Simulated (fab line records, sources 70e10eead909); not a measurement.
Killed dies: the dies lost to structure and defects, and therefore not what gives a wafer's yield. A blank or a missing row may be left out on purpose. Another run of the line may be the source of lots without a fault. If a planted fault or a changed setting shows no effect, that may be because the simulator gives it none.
What tool caused it?    flow nand-harc    23 lots, 69 wafers sampled, at 4 steps of a route of 1302

## WHAT EACH GAUGE READ, for each wafer
NHARC_A_CONTACT_INSPECT_44. Usual: 77 for raw-defect-count, sd 35.
lot   measured      on                 raw-defect-count  flag
L075  day 22 02:26  defect-inspect-01  95 93 100         
L074  day 22 07:05  defect-inspect-02  56 62 74          
L077  day 22 02:53  defect-inspect-02  113 92 107        
L076  day 22 11:25  defect-inspect-02  117 99 106        
L078  day 23 05:40  defect-inspect-02  71 68 77          
L079  day 23 04:59  defect-inspect-01  96 101 109        
L080  day 24 01:54  defect-inspect-02  59 60 61          
L081  day 24 11:36  defect-inspect-01  146 160 153       
L084  day 25 23:20  defect-inspect-02  67 54 70          
L082  day 25 23:02  defect-inspect-02  138 122 112       
L083  day 26 05:24  defect-inspect-02  93 122 120        
L085  day 26 14:49  defect-inspect-01  67 79 74          
L086  day 27 04:18  defect-inspect-02  45 43 44          
L088  day 27 03:41  defect-inspect-01  98 95 85          
L089  day 27 16:04  defect-inspect-01  14 17 28          
L091  day 28 04:39  defect-inspect-02  29 19 28          
L090  day 28 11:02  defect-inspect-02  102 96 103        
L093  day 29 14:54  defect-inspect-01  31 30 20          
L092  day 29 15:03  defect-inspect-02  129 118 115       
L094  day 29 19:00  defect-inspect-01  71 67 64          
L096  day 30 11:35  defect-inspect-02  79 79 78          
L095  day 31 00:10  defect-inspect-02  24 19 20          
L097  day 31 17:28  defect-inspect-01  55 50 40          

## WHICH TOOL RAN EACH LOT (tool, then ch and the chambers of the sampled wafers, then the start)
lot   NHARC_A_SLIT_ETCH_15                           NHARC_A_WL_FILL_ALD_19               NHARC_A_CONTACT_DEP_28
L075  rie-diel-02 ch 2,3, day 21 18:54 or earlier    ald-metal-04 ch 0,2, day 21 18:54    acl-dep-03 ch 0, day 21 22:01
L074  rie-diel-11 ch 0,2,3, day 21 21:59 or earlier  ald-metal-02 ch 0,1,3, day 21 21:59  acl-dep-02 ch 0, day 22 02:40
L077  rie-diel-06 ch 0,2,3, day 21 18:51 or earlier  ald-metal-01 ch 0,2,3, day 21 18:51  acl-dep-01 ch 0, day 21 21:55
L076  rie-diel-11 ch 0,2,3, day 22 00:25 or earlier  ald-metal-02 ch 0,2,3, day 22 00:25  acl-dep-01 ch 0, day 22 06:16
L078  rie-diel-06 ch 0,2, day 22 21:30 or earlier    ald-metal-01 ch 0,2,3, day 22 21:30  acl-dep-01 ch 0, day 23 00:34
L079  rie-diel-11 ch 1,2,3, day 22 21:28 or earlier  ald-metal-02 ch 0,2, day 22 21:28    acl-dep-02 ch 0, day 22 23:53
L080  rie-diel-06 ch 0,1, day 23 18:45 or earlier    ald-metal-01 ch 0,1,2, day 23 18:45  acl-dep-02 ch 0, day 23 20:51
L081  rie-diel-02 ch 0,3, day 24 03:05 or earlier    ald-metal-02 ch 0,2,3, day 24 03:05  acl-dep-03 ch 0, day 24 07:27
L084  rie-diel-02 ch 2,3, day 25 16:20 or earlier    ald-metal-01 ch 0,2, day 25 16:20    acl-dep-02 ch 0, day 25 18:02
L082  rie-diel-06 ch 0,1,3, day 25 16:19 or earlier  ald-metal-04 ch 0,3, day 25 16:19    acl-dep-03 ch 0, day 25 18:01
L083  rie-diel-06 ch 2,3, day 25 22:50 or earlier    ald-metal-01 ch 0,3, day 25 22:50    acl-dep-01 ch 0, day 26 00:31
L085  rie-diel-06 ch 0,1,3, day 26 05:37 or earlier  ald-metal-04 ch 0,1,3, day 26 05:37  acl-dep-01 ch 0, day 26 09:43
L086  rie-diel-11 ch 0,1,3, day 26 12:01 or earlier  ald-metal-01 ch 0,2,3, day 26 12:01  acl-dep-01 ch 0, day 26 23:16
L088  rie-diel-02 ch 0,1,3, day 26 12:01 or earlier  ald-metal-04 ch 0,1, day 26 12:01    acl-dep-03 ch 0, day 26 23:17
L089  rie-diel-06 ch 1,3, day 27 05:58 or earlier    ald-metal-04 ch 0,1,3, day 27 05:58  acl-dep-01 ch 0, day 27 10:59
L091  rie-diel-02 ch 1,2,3, day 27 17:15 or earlier  ald-metal-04 ch 0,1,2, day 27 17:15  acl-dep-02 ch 0, day 27 23:39
L090  rie-diel-02 ch 1,2,3, day 28 02:27 or earlier  ald-metal-01 ch 0,3, day 28 02:27    acl-dep-01 ch 0, day 28 05:49
L093  rie-diel-11 ch 0,1,2, day 29 06:49 or earlier  ald-metal-02 ch 0,1,2, day 29 06:49  acl-dep-01 ch 0, day 29 09:49
L092  rie-diel-02 ch 0,2,3, day 29 06:50 or earlier  ald-metal-01 ch 1,2, day 29 06:50    acl-dep-03 ch 0, day 29 11:20
L094  rie-diel-06 ch 0,1, day 29 12:23 or earlier    ald-metal-02 ch 0,1, day 29 12:23    acl-dep-02 ch 0, day 29 15:18
L096  rie-diel-02 ch 0,1,3, day 30 04:54 or earlier  ald-metal-02 ch 1,3, day 30 04:54    acl-dep-02 ch 0, day 30 07:08
L095  rie-diel-06 ch 0,1,3, day 30 16:42 or earlier  ald-metal-02 ch 0,1,2, day 30 16:42  acl-dep-03 ch 0, day 30 19:00
L097  rie-diel-11 ch 0,1,3, day 31 10:50 or earlier  ald-metal-04 ch 0,2,3, day 31 10:50  acl-dep-02 ch 0, day 31 14:27
- NHARC_A_SLIT_ETCH_15: etches the open film in O2/COS, target depth 6200 nm, time 1612 s.
- NHARC_A_WL_FILL_ALD_19: deposits TiN, target thk 2 nm, pulse time 3 s, ald cycles 100.
- NHARC_A_CONTACT_DEP_28: deposits aC, target thk 7000 nm.

## AS READ BY THE TOOLS THEMSELVES (means over the sampled wafers that have a number; for cases with no such wafer, the mark the record gives instead)
NHARC_A_SLIT_ETCH_15. Usual: drypump-motor-current-A 5.8 A, standard deviation 0.45; o2-flow-sccm 399.9 sccm, standard deviation 1.1; oes-product-au 0.997 a.u., standard deviation 0.0073; rf-vpp-V 313.6 V, standard deviation 1.5; showerhead-plenum-p-Torr 3.08 Torr, standard deviation 0.083; throttle-valve-pct 28.330 %, standard deviation 0.0089.
lot   tool         drypump-motor-current-A (A)  o2-flow-sccm (sccm)  oes-product-au (a.u.)  rf-vpp-V (V)  showerhead-plenum-p-Torr (Torr)  throttle-valve-pct (%)  flag
L075  rie-diel-02  5.8                          398.5                1.002                  312.6         2.99                             28.324                  
L074  rie-diel-11  5.7                          400.1                0.992                  315.3         3.16                             28.339                  
L077  rie-diel-06  5.9                          399.2                0.989                  314.2         3.10                             28.326                  
L076  rie-diel-11  5.7                          400.0                1.003                  315.0         3.16                             28.333                  
L078  rie-diel-06  5.7                          399.7                1.001                  313.7         3.12                             28.325                  
L079  rie-diel-11  5.5                          399.9                0.998                  313.4         3.10                             28.327                  
L080  rie-diel-06  5.5                          401.5                1.002                  314.4         3.13                             28.335                  
L081  rie-diel-02  5.9                          399.5                0.995                  313.9         3.08                             28.331                  
L084  rie-diel-02  5.7                          401.2                1.002                  312.2         2.98                             28.339                  
L082  rie-diel-06  5.6                          399.5                0.995                  314.7         3.11                             28.331                  
L083  rie-diel-06  6.2                          399.7                0.998                  313.3         3.05                             28.321                  
L085  rie-diel-06  5.6                          399.6                1.002                  313.6         3.11                             28.333                  
L086  rie-diel-11  5.6                          398.8                1.012                  314.3         3.15                             28.320                  
L088  rie-diel-02  5.9                          400.4                0.993                  312.6         3.04                             28.335                  
L089  rie-diel-06  5.8                          399.9                0.998                  313.6         3.07                             28.333                  
L091  rie-diel-02  5.7                          399.4                0.995                  312.6         2.99                             28.323                  
L090  rie-diel-02  5.7                          400.8                1.000                  312.6         2.99                             28.328                  
L093  rie-diel-11  6.1                          400.2                0.999                  314.3         3.12                             28.320                  
L092  rie-diel-02  5.9                          400.8                0.993                  312.6         3.03                             28.334                  
L094  rie-diel-06  5.7                          399.0                0.992                  313.1         3.09                             28.334                  
L096  rie-diel-02  5.9                          400.1                0.998                  312.9         3.04                             28.328                  
L095  rie-diel-06  5.6                          399.9                0.995                  313.6         3.11                             28.335                  
L097  rie-diel-11  5.6                          399.8                0.997                  314.1         3.14                             28.323                  

NHARC_A_WL_FILL_ALD_19. Usual: heater-power-w 1064 W, standard deviation 78; precursor-pulse-height-rel 1.000, standard deviation 0.017.
lot   tool          heater-power-w (W)  precursor-pulse-height-rel  flag
L075  ald-metal-04  1075                0.990                       
L074  ald-metal-02  1032                1.004                       
L077  ald-metal-01  1095                0.997                       
L076  ald-metal-02  1079                1.013                       
L078  ald-metal-01  1087                1.018                       
L079  ald-metal-02  1086                0.985                       
L080  ald-metal-01  1076                0.994                       
L081  ald-metal-02  1068                1.005                       
L084  ald-metal-01  1076                0.999                       
L082  ald-metal-04  995                 1.014                       
L083  ald-metal-01  1106                1.012                       
L085  ald-metal-04  996                 1.001                       
L086  ald-metal-01  1128                1.002                       
L088  ald-metal-04  1054                1.013                       
L089  ald-metal-04  1001                0.993                       
L091  ald-metal-04  1085                1.000                       
L090  ald-metal-01  1056                0.985                       
L093  ald-metal-02  1086                0.999                       
L092  ald-metal-01  1097                1.009                       
L094  ald-metal-02  1087                0.986                       
L096  ald-metal-02  1022                1.013                       
L095  ald-metal-02  1098                1.004                       
L097  ald-metal-04  1036                1.000                       

NHARC_A_CONTACT_DEP_28. Usual: 35.000 % for throttle-valve-pct, sd 0.0099.
lot   tool        throttle-valve-pct (%)  flag
L075  acl-dep-03  34.998                  
L074  acl-dep-02  34.997                  
L077  acl-dep-01  34.994                  
L076  acl-dep-01  34.990                  
L078  acl-dep-01  35.002                  
L079  acl-dep-02  34.996                  
L080  acl-dep-02  34.998                  
L081  acl-dep-03  35.010                  
L084  acl-dep-02  34.998                  
L082  acl-dep-03  34.998                  
L083  acl-dep-01  35.001                  
L085  acl-dep-01  35.013                  
L086  acl-dep-01  34.995                  
L088  acl-dep-03  35.005                  
L089  acl-dep-01  34.998                  
L091  acl-dep-02  35.003                  
L090  acl-dep-01  35.003                  
L093  acl-dep-01  35.000                  
L092  acl-dep-03  34.998                  
L094  acl-dep-02  34.988                  
L096  acl-dep-02  34.997                  
L095  acl-dep-03  35.002                  
L097  acl-dep-02  34.999                  

## THE ANSWER, worked out from the rows above alone
Rule: a lot counts as off when the mean over its wafers that have a number is more than 3 standard deviations away from the usual mean. Also off: a lot with no number at a reading for which 4 or more lots have one. Where the step has rows for the other lots, those lots are counted as sound. The gauges are gone through in route order, then the tools' own readings, and for those a lot's mean is taken as printed above. The first step at which some lot is off is used, and at that step the reading that is off furthest; a lot without a number counts as furthest.
No lot is off at any reading shown: from this, nothing can be told.

## WHAT THE SIMULATOR HAD PUT IN
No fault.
